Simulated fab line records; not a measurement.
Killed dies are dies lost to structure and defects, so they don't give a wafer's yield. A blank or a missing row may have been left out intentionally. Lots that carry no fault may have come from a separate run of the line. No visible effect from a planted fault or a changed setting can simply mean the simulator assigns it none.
Split-lot trial	flow n5_finfet	21 wafers read across 7 lots, on a route 1938 steps long

## ON THE SPLIT
At N5_BEOL_M5_COAT_66 (time 60 s, resist thk 12 nm), the setting spin_rpm was moved away from the recipe's 1500 rpm on 9 of the 21 wafers read, by -7.9% to +7.2%. The other wafers ran this setting at the recipe's value.

## FROM THE SPLIT TO THE READING: what the file shows between them, 4 steps
- N5_BEOL_M5_COAT_74: time 60 s, resist thk 5 nm
- N5_BEOL_M5_COAT_22: resist thk 30 nm
- N5_BEOL_M5_DESCUM_33: chemistry O2, time 7 s
- N5_BEOL_M5_ETCH_75: etches underlayer in N2/H2, target depth 6.5 nm, time 5.2 s

## THE READING
CAR-EUV_of_BEOL_M5_COAT_22.thk_nm (the simulator's own value, which no gauge read), in nm, at N5_BEOL_M5_ETCH_67 (etches SiARC in CF4, target depth 15.6 nm, time 26 s). No usual value for it is given in the file. Here, 12 wafers ran the recipe; their average is 11.1 nm with a standard deviation of 0.13 nm.

wafer	tool, chamber at the split	spin_rpm as run, rpm	against the recipe	CAR-EUV_of_BEOL_M5_COAT_22.thk_nm, nm	against lot-mates on the recipe
L080.1	litho_track-02, 0	1608	+7.2%	11.4	+0.2
L080.4	litho_track-02, 0	1608	+7.2%	11.6	+0.4
L080.5	litho_track-02, 0	1500	recipe	11.2	-
L083.2	litho_track-01, 0	1500	recipe	11	-
L083.3	litho_track-01, 0	1500	recipe	11	-
L083.4	litho_track-01, 0	1500	recipe	11	-
L084.3	litho_track-03, 0	1555	+3.7%	11.4	+0.2
L084.4	litho_track-03, 0	1500	recipe	11.2	-
L084.6	litho_track-03, 0	1555	+3.7%	11.2	+0.0
L085.3	litho_track-01, 0	1500	recipe	11.2	-
L085.4	litho_track-01, 0	1500	recipe	11.2	-
L085.6	litho_track-01, 0	1546	+3.1%	11.4	+0.2
L076.1	litho_track-02, 0	1548	+3.2%	11.2	+0.2
L076.2	litho_track-02, 0	1548	+3.2%	11.4	+0.4
L076.3	litho_track-02, 0	1500	recipe	11	-
L090.1	litho_track-03, 0	1500	recipe	11.4	-
L090.3	litho_track-03, 0	1500	recipe	11.2	-
L090.4	litho_track-03, 0	1414	-5.7%	10.8	-0.5
L093.1	litho_track-02, 0	1500	recipe	11	-
L093.3	litho_track-02, 0	1500	recipe	11	-
L093.5	litho_track-02, 0	1382	-7.9%	10.6	-0.4

THE FIT
A straight line over all 21 wafers: CAR-EUV_of_BEOL_M5_COAT_22.thk_nm changes by +0.0582 nm for each +1% of spin_rpm; r = +0.86; the points scatter about the line by 0.12 nm.
The same after taking each lot's own level away (the mean of its wafers on the recipe; 21 wafers): +0.0541 nm for each +1%; r = +0.89; scatter 0.098 nm.
Per that fit: largest spin_rpm move, reading shift of 0.43 nm.
From 11.00 to 11.30 nm: that is the span of the lots' own levels, equal to 2.3 times the standard deviation above.
Hence the lot-to-lot level has little effect on the slope; both slopes agree.
Check: -0.459 nm against its lot-mates is what the line predicts for one of the wafers moved furthest among these (-7.9%) when that wafer is left out of the fit. Against them it came out at -0.4 nm.

## THE WHOLE CHAIN: every reading that the file lists as answering this split, in the file's order
step	what it does	reading	change (the file's fit)	r (the file's)
N5_BEOL_M5_COAT_66	time 60 s, resist thk 12 nm	SiARC_of_BEOL_M5_COAT_66.thk_nm (the simulator's own value, which no gauge read)	-0.0574 nm for each +1% of the setting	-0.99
N5_BEOL_M5_ETCH_67	etches SiARC in CF4, target depth 15.6 nm, time 26 s	etch.depth_nm (the simulator's own value, which no gauge read)	-0.0604 nm for each +1% of the setting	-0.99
N5_BEOL_M5_ETCH_67	etches SiARC in CF4, target depth 15.6 nm, time 26 s	CAR-EUV_of_BEOL_M5_COAT_22.thk_nm (the simulator's own value, which no gauge read)	+0.0563 nm for each +1% of the setting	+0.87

## FILE'S OWN FIT
CAR-EUV_of_BEOL_M5_COAT_22.thk_nm changes by +0.0563 nm for each +1% of spin_rpm, r = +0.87.
